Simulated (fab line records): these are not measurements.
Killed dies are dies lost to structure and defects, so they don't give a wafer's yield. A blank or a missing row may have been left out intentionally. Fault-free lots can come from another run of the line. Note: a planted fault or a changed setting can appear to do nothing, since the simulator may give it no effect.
Chamber matching    flow nandHarc    rieDiel-13 running NHARC_A_STAIRCASE_TRIM_196: 4 sister chambers
The step chemistry O2, time 211.2 s. 8 wafers are shown with their chamber, then 8 later ones without.

EACH WAFER AND ITS CHAMBER
wafer   chamber  showerheadPlenumPTorr (Torr)  drypumpMotorCurrentA (A)
L089.4  1        3.64                          6.2
L085.1  2        3.62                          6.1
L085.2  0        3.34                          5.0
L085.3  3        3.80                          6.4
L086.1  0        3.34                          5.0
L086.3  3        3.80                          6.4
L086.6  1        3.64                          6.3
L088.1  2        3.61                          6.1

WAFERS WHOSE CHAMBER IS MISSING
wafer   showerheadPlenumPTorr (Torr)  drypumpMotorCurrentA (A)
L088.2  3.63                          6.2
L088.5  3.80                          6.4
L092.4  3.61                          6.0
L092.5  3.34                          5.0
L092.6  3.63                          6.2
L095.1  3.63                          6.2
L095.4  3.79                          6.4
L095.6  3.61                          6.1

EACH ONE'S CHAMBER
wafer   from the rows above      in truth
L088.2  can't be placed: 1 or 2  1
L088.5  3                        3
L092.4  2                        2
L092.5  0                        0
L092.6  can't be placed: 1 or 2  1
L095.1  can't be placed: 1 or 2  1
L095.4  3                        3
L095.6  2                        2
Correct placement for 5 of the 8. Cannot be placed on the basis of these rows: 3; the candidates contain the true chamber in 3. Number placed wrongly: 0.
How it was worked out, from the rows above alone: a wafer's distance from a chamber is the root of the sum, over the readings, of the square of ((its reading less the chamber's mean) divided by the reading's scatter). If the next closest chamber is less than 2 further off than the closest, the wafer can't be placed; otherwise it belongs to the closest. For every chamber, the mean is computed from those of its wafers that are shown. The scatter is the square root of a quotient: the sum, over the shown wafers, of each reading's squared deviation from its chamber's mean, divided by wafers minus chambers.
